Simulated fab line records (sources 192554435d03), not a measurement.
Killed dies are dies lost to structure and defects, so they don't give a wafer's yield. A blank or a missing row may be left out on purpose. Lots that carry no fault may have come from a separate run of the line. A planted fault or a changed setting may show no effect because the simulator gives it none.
fab line records -- flow n5-finfet
[record] lots = 7, wafers = 21
route steps=1938 shown GATE_CUT@480 MOL_CONTACT_COAG@596 BEOL_M1@779
start-h: start of the lot's first displayed wafer, in hours after the record's first day -- wait-h: how many hours have passed since the lot's step before this one -- " same as the row above -- L1.1+2: one row covering several wafers at once -- - no value, or no start given -- * or withheld: withheld -- < > ~ a bound
route shown NAME@n: NAME is a module with steps in the file, n the number in the route of the first one -- usual: mean/standard deviation taken from wafers without a fault -- same: alike in all rows -- chamber/n: place in a boat -- sites: per-site readings -- _std_site: standard deviation of those values -- _edge_site: outer sites' mean less inner sites' -- radius-mm: for every site, how far away it sits from the centre of the wafer -- mask NAME#n: copy n -- behind: the last tool/chamber to shape the wafer -- hold: cause of the lot's hold/its duration in hours/its outcome -- device: names the non-switching transistor (n, p or np) -- end of line: the tests these same wafers got at the end of their route -- a step with no rows: only its recipe -- killed: not the wafer's yield, but the dies lost to structure and defects at the first sort -- map: per-die view of a wafer (x killed, . not killed, _ where there is no die)
set.NAME: setting as actually run; set.NAME@STEP: the setting as run at that earlier step -- model.NAME: the simulator's own value behind a step, which no gauge read
lots with deliberately changed settings; one table per step, one row per wafer
[[steps]]
[step N5_GATE_CUT_COAT_27]
[recipe] resist = underlayer, temp-c = 205, time-s = 60, spin-rpm = 1500, resist-thk-nm = 10
lot.wafer,tool,chamber,start-h,wait-h,set.spin-rpm,model.underlayer_of_GATE_CUT_COAT_27.thk-nm
L074.2,litho-track-05,0,-,-,1500,10
L074.4+5,litho-track-05,0,-,-,1583,9.8
L075.3+5,litho-track-02,0,-,-,1500,10
L075.4,litho-track-02,0,-,-,1368,10.6
L080.2+3,litho-track-02,0,-,-,1500,10
L080.4,litho-track-02,0,-,-,1439,10.2
L084.1+3+5,litho-track-01,0,-,-,1500,10
L086.2+6,litho-track-02,0,-,-,1500,10
L086.4,litho-track-02,0,-,-,1634,9.6
L091.1+4+6,litho-track-05,0,-,-,1500,10
L097.3+4,litho-track-01,0,-,-,1500,10
L097.6,litho-track-01,0,-,-,1443,10.2
[step N5_GATE_CUT_COAT_07]
[recipe] resist = CAR-EUV, spin-rpm = 1500, resist-thk-nm = 30
[step N5_GATE_CUT_EBR_09]
[recipe] solvent = PGMEA, ebr-width-mm = 1.5
[step N5_GATE_CUT_DESCUM_18]
[recipe] chemistry = O2, time-s = 7, source-power-w = 50, bias-power-w = 20, pressure-mtorr = 20, rf-frequency-hz = 2.712e+07, temp-c = 40, resist = CAR-EUV, o2-flow-sccm = 225
[step N5_GATE_CUT_ETCH_28]
[recipe] chemistry = N2/H2, target = underlayer, target-depth-a = 130, mask-material = CAR-EUV, time-s = 10.4, ion-energy-ev = 200, pressure-mtorr = 30, source-w = 840, bias-w = 150, n2-flow-sccm = 200, h2-flow-sccm = 200, ends = cleared
lot.wafer,tool,chamber,start-h,wait-h,set.spin-rpm@GATE_CUT_COAT_27,model.etch.depth-nm
L074.2,rie-diel-01,3,88.10,0.0,1500,9.977
L074.4,rie-diel-01,1,88.10,0.0,1583,9.726
L074.5,rie-diel-01,1,88.10,0.0,1583,9.721
L075.3,rie-diel-01,1,94.43,0.0,1500,10.08
L075.4,rie-diel-01,2,94.43,0.0,1368,10.55
L075.5,rie-diel-01,2,94.43,0.0,1500,10.04
L080.2,rie-diel-01,0,118.41,0.0,1500,10.04
L080.3,rie-diel-01,1,118.41,0.0,1500,10.07
L080.4,rie-diel-01,0,118.41,0.0,1439,10.28
L084.1,rie-diel-03,2,146.99,0.0,1500,9.978
L084.3,rie-diel-03,0,146.99,0.0,1500,9.99
L084.5,rie-diel-03,0,146.99,0.0,1500,10.02
L086.2,rie-diel-01,2,159.66,0.0,1500,9.971
L086.4,rie-diel-01,3,159.66,0.0,1634,9.559
L086.6,rie-diel-01,2,159.66,0.0,1500,9.994
L091.1,rie-diel-04,0,184.01,0.0,1500,10
L091.4,rie-diel-04,1,184.01,0.0,1500,10.02
L091.6,rie-diel-04,2,184.01,0.0,1500,9.996
L097.3,rie-diel-01,3,222.28,0.0,1500,10.04
L097.4,rie-diel-01,0,222.28,0.0,1500,10.02
L097.6,rie-diel-01,2,222.28,0.0,1443,10.23
[step N5_GATE_CUT_ETCH_36]
[recipe] chemistry = CF4, target = SiARC, target-depth-a = 130, mask-material = CAR-EUV, time-s = 21.7, ion-energy-ev = 80, pressure-mtorr = 40, source-w = 545, bias-w = 36, Ar_flow_sccm = 100, cf4-flow-sccm = 100, ends = cleared
[step N5_GATE_CUT_ETCH_37]
[recipe] chemistry = N2/H2, target = SOC, target-depth-a = 600, overetch-a = 120, mask-material = SiARC, temp-c = 40, time-s = 90, ion-energy-ev = 200, pressure-mtorr = 30, source-w = 840, bias-w = 150, n2-flow-sccm = 200, h2-flow-sccm = 200
lot.wafer,tool,chamber,start-h,wait-h,set.spin-rpm@GATE_CUT_COAT_34,model.etch.depth-nm
L074.2,rie-diel-01,3,88.15,0.0,1646,57.05
L074.4,rie-diel-01,1,88.15,0.0,1646,57.23
L074.5,rie-diel-01,1,88.15,0.0,1500,59.88
L075.3,rie-diel-01,1,94.47,0.0,1554,58.91
L075.4,rie-diel-01,2,94.47,0.0,1500,60
L075.5,rie-diel-01,2,94.47,0.0,1554,58.96
L080.2,rie-diel-01,0,118.45,0.0,1500,59.93
L080.3,rie-diel-01,1,118.45,0.0,1357,63.03
L080.4,rie-diel-01,0,118.45,0.0,1357,63.13
L084.1,rie-diel-03,2,147.04,0.0,1500,60.2
L084.3,rie-diel-03,0,147.04,0.0,1500,60.23
L084.5,rie-diel-03,0,147.04,0.0,1500,60.17
L086.2,rie-diel-01,2,159.71,0.0,1500,60.06
L086.4,rie-diel-01,3,159.71,0.0,1500,60.04
L086.6,rie-diel-01,2,159.71,0.0,1500,59.97
L091.1,rie-diel-04,0,184.06,0.0,1500,59.91
L091.4,rie-diel-04,1,184.06,0.0,1587,58.31
L091.6,rie-diel-04,2,184.06,0.0,1587,58.24
L097.3,rie-diel-01,3,222.33,0.0,1500,59.76
L097.4,rie-diel-01,0,222.33,0.0,1500,59.93
L097.6,rie-diel-01,2,222.33,0.0,1500,59.89
[step N5_GATE_CUT_STRIP_38]
[recipe] chemistry = N2/H2, temp-c = 40, n2-flow-sccm = 200, h2-flow-sccm = 200, rf-frequency-hz = 6e+07
[step N5_GATE_CUT_STRIP_39]
[recipe] chemistry = N2/H2, temp-c = 40, n2-flow-sccm = 200, h2-flow-sccm = 200, rf-frequency-hz = 6e+07
[step N5_GATE_CUT_HM_OPEN_40]
[recipe] chemistry = C4F6/O2, target = SiO2, mask-material = SiARC, target-depth-a = 1390, time-s = 85.1, ion-energy-ev = 250, pressure-mtorr = 30, source-w = 345, bias-w = 185, Ar_flow_sccm = 300, C4F6_flow_sccm = 10, O2_flow_sccm = 10, ends = cleared
lot.wafer,tool,chamber,start-h,wait-h,set.spin-rpm@GATE_CUT_COAT_34,model.SOC_of_GATE_CUT_COAT_34.thk-nm
L074.2,rie-diel-01,3,88.23,0.0,1646,29.6
L074.4,rie-diel-01,1,88.23,0.0,1646,30.6
L074.5,rie-diel-01,1,88.23,0.0,1500,32.8
L075.3,rie-diel-01,1,94.55,0.0,1554,32.6
L075.4,rie-diel-01,2,94.55,0.0,1500,33.2
L075.5,rie-diel-01,2,94.55,0.0,1554,32
L080.2,rie-diel-01,0,118.54,0.0,1500,32.2
L080.3,rie-diel-01,1,118.54,0.0,1357,36.4
L080.4,rie-diel-01,0,118.54,0.0,1357,35
L084.1+3,rie-diel-03,"2,0",147.12,0.0,1500,33.6
L084.5,rie-diel-03,0,147.12,0.0,1500,33.4
L086.2,rie-diel-01,2,159.79,0.0,1500,34.2
L086.4,rie-diel-01,3,159.79,0.0,1500,32.4
L086.6,rie-diel-01,2,159.79,0.0,1500,33.6
L091.1,rie-diel-04,0,184.14,0.0,1500,33
L091.4,rie-diel-04,1,184.14,0.0,1587,30
L091.6,rie-diel-04,2,184.14,0.0,1587,31
L097.3,rie-diel-01,3,222.41,0.0,1500,31.8
L097.4,rie-diel-01,0,222.41,0.0,1500,31.4
L097.6,rie-diel-01,2,222.41,0.0,1500,32.8
[step N5_MOL_CONTACT_COAG_COAT_34]
[recipe] resist = CAR-EUV, spin-rpm = 1500, resist-thk-nm = 40
lot.wafer,tool,chamber,start-h,wait-h,set.spin-rpm,model.CAR-EUV_of_MOL_CONTACT_COAG_COAT_34.thk-nm
L074.2+5,litho-track-03,0,-,-,1368,41.8
L074.4,litho-track-03,0,-,-,1368,42
L075.3,litho-track-04,0,-,-,1571,39
L075.4,litho-track-04,0,-,-,1571,39.2
L075.5,litho-track-04,0,-,-,1500,40
L080.2+4,litho-track-01,0,-,-,1332,42.4
L080.3,litho-track-01,0,-,-,1332,42.6
L084.1+3,litho-track-03,0,-,-,1500,40
L084.5,litho-track-03,0,-,-,1500,39.8
L086.2,litho-track-03,0,-,-,1386,41.8
L086.4,litho-track-03,0,-,-,1500,40
L086.6,litho-track-03,0,-,-,1386,41.6
L091.1+6,litho-track-04,0,-,-,1414,41.2
L091.4,litho-track-04,0,-,-,1500,40
L097.3+4,litho-track-01,0,-,-,1500,39.8
L097.6,litho-track-01,0,-,-,1500,40
[step N5_MOL_CONTACT_COAG_EBR_36]
[recipe] solvent = PGMEA, ebr-width-mm = 1.5
[step N5_MOL_CONTACT_COAG_SOFTBAKE_35]
[recipe] temp-c = 110, time-s = 60, resist = CAR-EUV
[step N5_MOL_CONTACT_COAG_EXPOSE_37]
[recipe] mask-id = VD, na = 0.33, source-shape = annular, sigma-inner = 0.3, sigma-outer = 0.7, polarization = unpolarized, defocus-nm = 0, dose-mj = 62
[step N5_MOL_CONTACT_COAG_PEB_38]
[recipe] peb-temp-c = 100, peb-time-s = 60, resist = CAR-EUV
[step N5_MOL_CONTACT_COAG_DEVELOP_39]
[recipe] develop-time-s = 30, developer = TMAH, resist = CAR-EUV, rinse-liquid = surfactant-rinse, dry = air-spin, dev-temp-c = 23
lot.wafer,tool,chamber,start-h,wait-h,set.spin-rpm@MOL_CONTACT_COAG_COAT_34,model.CAR-EUV_of_MOL_CONTACT_COAG_COAT_34.thk-nm
L074.2+5,litho-track-01,0,-,-,1368,41.4
L074.4,litho-track-01,0,-,-,1368,41.6
L075.3+4,litho-track-04,0,-,-,1571,38.6
L075.5,litho-track-04,0,-,-,1500,39.4
L080.2+3,litho-track-01,0,-,-,1332,42
L080.4,litho-track-01,0,-,-,1332,41.8
L084.1,litho-track-04,0,-,-,1500,39.6
L084.3+5,litho-track-04,0,-,-,1500,39.4
L086.2+6,litho-track-04,0,-,-,1386,41.2
L086.4,litho-track-04,0,-,-,1500,39.4
L091.1+6,litho-track-04,0,-,-,1414,40.6
L091.4,litho-track-04,0,-,-,1500,39.6
L097.3+4+6,litho-track-03,0,-,-,1500,39.4
[step N5_MOL_CONTACT_COAG_DESCUM_45]
[recipe] chemistry = O2, time-s = 7, source-power-w = 50, bias-power-w = 20, pressure-mtorr = 20, rf-frequency-hz = 2.712e+07, temp-c = 40, resist = CAR-EUV, o2-flow-sccm = 225
lot.wafer,tool,chamber,start-h,wait-h,set.spin-rpm@MOL_CONTACT_COAG_COAT_34,model.CAR-EUV_of_MOL_CONTACT_COAG_COAT_34.thk-nm
L074.2,rie-diel-05,0,106.50,0.0,1368,37.8
L074.4+5,rie-diel-05,"3,0",106.50,0.0,1368,38
L075.3+4,rie-diel-06,"3,2",109.01,0.0,1571,35.2
L075.5,rie-diel-06,2,109.01,0.0,1500,36
L080.2+4,rie-diel-02,"1,0",135.19,0.5,1332,38.4
L080.3,rie-diel-02,2,135.19,0.5,1332,38.6
L084.1+3,rie-diel-02,"2,0",165.29,0.0,1500,36
L084.5,rie-diel-02,3,165.29,0.0,1500,35.8
L086.2+6,rie-diel-02,"1,0",175.08,0.0,1386,37.8
L086.4,rie-diel-02,3,175.08,0.0,1500,35.8
L091.1+6,rie-diel-06,"0,1",199.74,0.0,1414,37.2
L091.4,rie-diel-06,1,199.74,0.0,1500,36
L097.3+4+6,rie-diel-06,"0,3,2",239.64,0.3,1500,36
[step N5_MOL_CONTACT_COAG_ETCH_65]
[recipe] chemistry = N2/H2, target = underlayer, target-depth-a = 130, mask-material = CAR-EUV, time-s = 10.4, ion-energy-ev = 200, pressure-mtorr = 30, source-w = 840, bias-w = 150, n2-flow-sccm = 200, h2-flow-sccm = 200, ends = cleared
lot.wafer,tool,chamber,start-h,wait-h,set.spin-rpm@MOL_CONTACT_COAG_COAT_34,model.CAR-EUV_of_MOL_CONTACT_COAG_COAT_34.thk-nm
L074.2,rie-diel-05,0,106.53,0.0,1368,26.2
L074.4,rie-diel-05,3,106.53,0.0,1368,26.6
L074.5,rie-diel-05,0,106.53,0.0,1368,26.4
L075.3,rie-diel-06,3,109.05,0.0,1571,23.6
L075.4,rie-diel-06,2,109.05,0.0,1571,23.8
L075.5,rie-diel-06,2,109.05,0.0,1500,24.6
L080.2,rie-diel-02,1,135.23,0.0,1332,26.8
L080.3+4,rie-diel-02,"2,0",135.23,0.0,1332,27
L084.1,rie-diel-02,2,165.32,0.0,1500,24.4
L084.3,rie-diel-02,0,165.32,0.0,1500,24.6
L084.5,rie-diel-02,3,165.32,0.0,1500,24.2
L086.2,rie-diel-02,1,175.11,0.0,1386,26.2
L086.4,rie-diel-02,3,175.11,0.0,1500,24.4
L086.6,rie-diel-02,0,175.11,0.0,1386,26.4
L091.1,rie-diel-06,0,199.78,0.0,1414,25.6
L091.4,rie-diel-06,1,199.78,0.0,1500,24.6
L091.6,rie-diel-06,1,199.78,0.0,1414,25.8
L097.3,rie-diel-06,0,239.67,0.0,1500,24.2
L097.4+6,rie-diel-06,"3,2",239.67,0.0,1500,24.6
[step N5_MOL_CONTACT_COAG_ALD_133]
[recipe] material = SiO2, target-thk-a = 50, temp-c = 100, ald-precursor-family = BDEAS, ald-co-reactant = O2-plasma, pulse-time-s = 1, co-reactant-pulse-time-s = 1, purge-time-s = 2, co-reactant-purge-time-s = 2, ald-cycles = 35, pressure-torr = 2
lot.wafer,tool,chamber,start-h,wait-h,set.ald-cycles,model.SiO2_of_MOL_CONTACT_COAG_ALD_133.thk-nm
L074.2+5,ald-sin-02,"3,0",106.63,0.1,35,5
L074.4,ald-sin-02,1,106.63,0.1,29,4.2
L075.3+4+5,ald-sin-02,"3,1,2",109.15,0.1,35,5
L080.2+3,ald-sin-03,"0,1",135.39,0.1,38,5.4
L080.4,ald-sin-03,3,135.39,0.1,35,5
L084.1+3+5,ald-sin-03,"2,1,2",165.42,0.1,35,5
L086.2+4+6,ald-sin-02,"3,1,3",175.21,0.1,35,5
L091.1,ald-sin-03,2,200.01,0.2,35,5
L091.4+6,ald-sin-03,"0,1",200.01,0.2,39,5.6
L097.3+4,ald-sin-01,"0,2",240.38,0.7,35,5
L097.6,ald-sin-01,2,240.38,0.7,37,5.4
[step N5_MOL_CONTACT_COAG_VIA_ETCH_117]
[recipe] chemistry = C4F6/O2, target-depth-a = 400, overetch-a = 80, mask-material = SOC, target = SiO2, bias-w = 455, pressure-mtorr = 10, time-s = 26, source-w = 325, Ar_flow_sccm = 300, C4F6_flow_sccm = 10, O2_flow_sccm = 10, ion-energy-ev = 575.3, ends = end-point
[usual] rf-vpp-V = 1567/38
lot.wafer,tool,chamber,start-h,wait-h,set.bias-w,rf-vpp-V
L074.2,rie-diel-02,2,106.98,0.0,455,1569
L074.4,rie-diel-02,3,106.98,0.0,455,1515
L074.5,rie-diel-02,2,106.98,0.0,412.3,1456
L075.3,rie-diel-02,3,109.48,0.0,516.5,1666
L075.4,rie-diel-02,1,109.48,0.0,455,1585
L075.5,rie-diel-02,2,109.48,0.0,516.5,1722
L080.2,rie-diel-02,3,135.73,0.0,455,1516
L080.3,rie-diel-02,1,135.73,0.0,535.5,1790
L080.4,rie-diel-02,0,135.73,0.0,535.5,1835
L084.1,rie-diel-05,1,165.76,0.0,455,1562
L084.3,rie-diel-05,0,165.76,0.0,455,1531
L084.5,rie-diel-05,3,165.76,0.0,455,1599
L086.2,rie-diel-06,2,175.72,0.0,390.3,1428
L086.4,rie-diel-06,3,175.72,0.0,455,1609
L086.6,rie-diel-06,3,175.72,0.0,390.3,1434
L091.1,rie-diel-06,0,200.35,0.0,455,1537
L091.4,rie-diel-06,2,200.35,0.0,455,1603
L091.6,rie-diel-06,3,200.35,0.0,533.9,1812
L097.3,rie-diel-05,0,240.81,0.0,455,1531
L097.4,rie-diel-05,1,240.81,0.0,525.4,1736
L097.6,rie-diel-05,0,240.81,0.0,525.4,1704
[step N5_BEOL_M1_COAT_76]
[recipe] resist = underlayer, temp-c = 205, time-s = 60, spin-rpm = 1500, resist-thk-nm = 5
lot.wafer,tool,chamber,start-h,wait-h,set.spin-rpm
L074.2+4+5,litho-track-02,0,-,-,1500
L075.3+5,litho-track-02,0,-,-,1500
L075.4,litho-track-02,0,-,-,1446
L080.2,litho-track-04,0,-,-,1573
L080.3+4,litho-track-04,0,-,-,1500
L084.1+3+5,litho-track-02,0,-,-,1500
L086.2,litho-track-03,0,-,-,1500
L086.4+6,litho-track-03,0,-,-,1659
L091.1+6,litho-track-04,0,-,-,1369
L091.4,litho-track-04,0,-,-,1500
L097.3+4+6,litho-track-03,0,-,-,1449
[step N5_BEOL_M1_COAT_22]
[recipe] resist = CAR-EUV, spin-rpm = 1500, resist-thk-nm = 30
[step N5_BEOL_M1_EBR_24]
[recipe] solvent = PGMEA, ebr-width-mm = 1.5
[step N5_BEOL_M1_DESCUM_33]
[recipe] chemistry = O2, time-s = 7, source-power-w = 50, bias-power-w = 20, pressure-mtorr = 20, rf-frequency-hz = 2.712e+07, temp-c = 40, resist = CAR-EUV, o2-flow-sccm = 225
[step N5_BEOL_M1_ETCH_77]
[recipe] chemistry = N2/H2, target = underlayer, target-depth-a = 65, mask-material = CAR-EUV, time-s = 5.2, ion-energy-ev = 200, pressure-mtorr = 30, source-w = 840, bias-w = 150, n2-flow-sccm = 200, h2-flow-sccm = 200, ends = cleared
lot.wafer,tool,chamber,start-h,wait-h,set.spin-rpm@BEOL_M1_COAT_76,model.etch.depth-nm
L074.2,rie-diel-03,3,127.59,0.0,1500,5.019
L074.4,rie-diel-03,0,127.59,0.0,1500,5.007
L074.5,rie-diel-03,0,127.59,0.0,1500,5.006
L075.3,rie-diel-01,0,136.30,0.0,1500,5.003
L075.4,rie-diel-01,1,136.30,0.0,1446,5.113
L075.5,rie-diel-01,2,136.30,0.0,1500,5.02
L080.2,rie-diel-04,0,161.39,0.0,1573,4.868
L080.3,rie-diel-04,2,161.39,0.0,1500,4.999
L080.4,rie-diel-04,1,161.39,0.0,1500,5.002
L084.1,rie-diel-01,1,188.81,0.0,1500,4.99
L084.3,rie-diel-01,3,188.81,0.0,1500,4.993
L084.5,rie-diel-01,3,188.81,0.0,1500,4.986
L086.2,rie-diel-01,1,198.27,0.0,1500,5.029
L086.4,rie-diel-01,0,198.27,0.0,1659,4.776
L086.6,rie-diel-01,3,198.27,0.0,1659,4.787
L091.1,rie-diel-01,1,230.19,0.0,1369,5.237
L091.4,rie-diel-01,3,230.19,0.0,1500,5.009
L091.6,rie-diel-01,1,230.19,0.0,1369,5.25
L097.3,rie-diel-04,2,263.01,0.0,1449,5.112
L097.4,rie-diel-04,1,263.01,0.0,1449,5.105
L097.6,rie-diel-04,1,263.01,0.0,1449,5.115
[[key]]
[split] step = N5_GATE_CUT_COAT_27, setting = spin-rpm, stated = 1500, by = wafer
[response] step = N5_GATE_CUT_COAT_27, reading = model.underlayer_of_GATE_CUT_COAT_27.thk-nm, change = -0.0527, per = 1%, r = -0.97
[response] step = N5_GATE_CUT_ETCH_28, reading = model.etch.depth-nm, change = -0.0511, per = 1%, r = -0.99
[split] step = N5_MOL_CONTACT_COAG_COAT_34, setting = spin-rpm, stated = 1500, by = wafer
[response] step = N5_MOL_CONTACT_COAG_COAT_34, reading = model.CAR-EUV_of_MOL_CONTACT_COAG_COAT_34.thk-nm, change = -0.213, per = 1%, r = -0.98
[response] step = N5_MOL_CONTACT_COAG_DEVELOP_39, reading = model.CAR-EUV_of_MOL_CONTACT_COAG_COAT_34.thk-nm, change = -0.205, per = 1%, r = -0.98
[response] step = N5_MOL_CONTACT_COAG_DESCUM_45, reading = model.CAR-EUV_of_MOL_CONTACT_COAG_COAT_34.thk-nm, change = -0.229, per = 1%, r = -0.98
[response] step = N5_MOL_CONTACT_COAG_ETCH_65, reading = model.CAR-EUV_of_MOL_CONTACT_COAG_COAT_34.thk-nm, change = -0.221, per = 1%, r = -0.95
[split] step = N5_MOL_CONTACT_COAG_ALD_133, setting = ald-cycles, stated = 35, by = wafer
[response] step = N5_MOL_CONTACT_COAG_ALD_133, reading = model.SiO2_of_MOL_CONTACT_COAG_ALD_133.thk-nm, change = +0.0495, per = 1%, r = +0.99
[split] step = N5_MOL_CONTACT_COAG_VIA_ETCH_117, setting = bias-w, stated = 455, by = wafer
[response] step = N5_MOL_CONTACT_COAG_VIA_ETCH_117, reading = rf-vpp-V, change = +12.9, per = 1%, r = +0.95
[split] step = N5_BEOL_M1_COAT_76, setting = spin-rpm, stated = 1500, by = wafer
[response] step = N5_BEOL_M1_ETCH_77, reading = model.etch.depth-nm, change = -0.0252, per = 1%, r = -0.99
split outside-this-file step=N5_GATE_CUT_COAT_34 setting=spin-rpm
// split outside-this-file: this setting was split too, and the file shows its column; the key of that split is in another file
